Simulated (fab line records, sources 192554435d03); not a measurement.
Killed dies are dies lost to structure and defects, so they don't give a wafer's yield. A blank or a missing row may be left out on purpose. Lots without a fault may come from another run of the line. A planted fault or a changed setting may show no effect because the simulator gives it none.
Chamber matching | flow n5_finfet | N5_BEOL_M14_ETCH_68 on rie_diel-03: 4 sister chambers
The step etches SOC in N2/H2, time 450 s. 8 wafers are shown with their chamber, then 9 later ones without.

WAFERS WITH THEIR CHAMBER
wafer  | chamber | drypump_motor_current_A (A) | showerhead_plenum_p_Torr (Torr)
L074.1 | 3       | 6.0                         | 2.56
L078.3 | 0       | 5.4                         | 2.72
L082.5 | 3       | 6.0                         | 2.55
L080.3 | 2       | 5.6                         | 2.50
L080.6 | 1       | 6.2                         | 2.47
L088.1 | 1       | 6.1                         | 2.47
L088.3 | 2       | 5.6                         | 2.49
L088.5 | 0       | 5.4                         | 2.71

WAFERS WITHOUT THEIR CHAMBER
wafer  | drypump_motor_current_A (A) | showerhead_plenum_p_Torr (Torr)
L089.1 | 6.0                         | 2.54
L089.2 | 5.6                         | 2.49
L089.6 | 6.0                         | 2.54
L092.1 | 6.0                         | 2.54
L092.3 | 6.1                         | 2.46
L092.4 | 5.4                         | 2.71
L096.1 | 5.6                         | 2.49
L096.5 | 5.5                         | 2.49
L096.6 | 6.1                         | 2.46

WHICH CHAMBER EACH WENT THROUGH
wafer  | from the rows above | in truth
L089.1 | 3                   | 3
L089.2 | 2                   | 2
L089.6 | 3                   | 3
L092.1 | 3                   | 3
L092.3 | 1                   | 1
L092.4 | 0                   | 0
L096.1 | 2                   | 2
L096.5 | 2                   | 2
L096.6 | 1                   | 1
Placed correctly: 9 of 9. Can't be placed from these rows: 0. Placed wrongly: 0.
How it was worked out, from the rows above alone: a wafer's distance from a chamber is the root of the sum, over the readings, of the square of ((its reading less the chamber's mean) divided by the reading's scatter). The wafer belongs to the nearest chamber; if the next one is less than 2 further off, it can't be placed. A chamber's mean is the mean of its shown wafers. The scatter: the root of (the sum of the squares of (reading less its chamber's mean) over the shown wafers, divided by (wafers less chambers)).
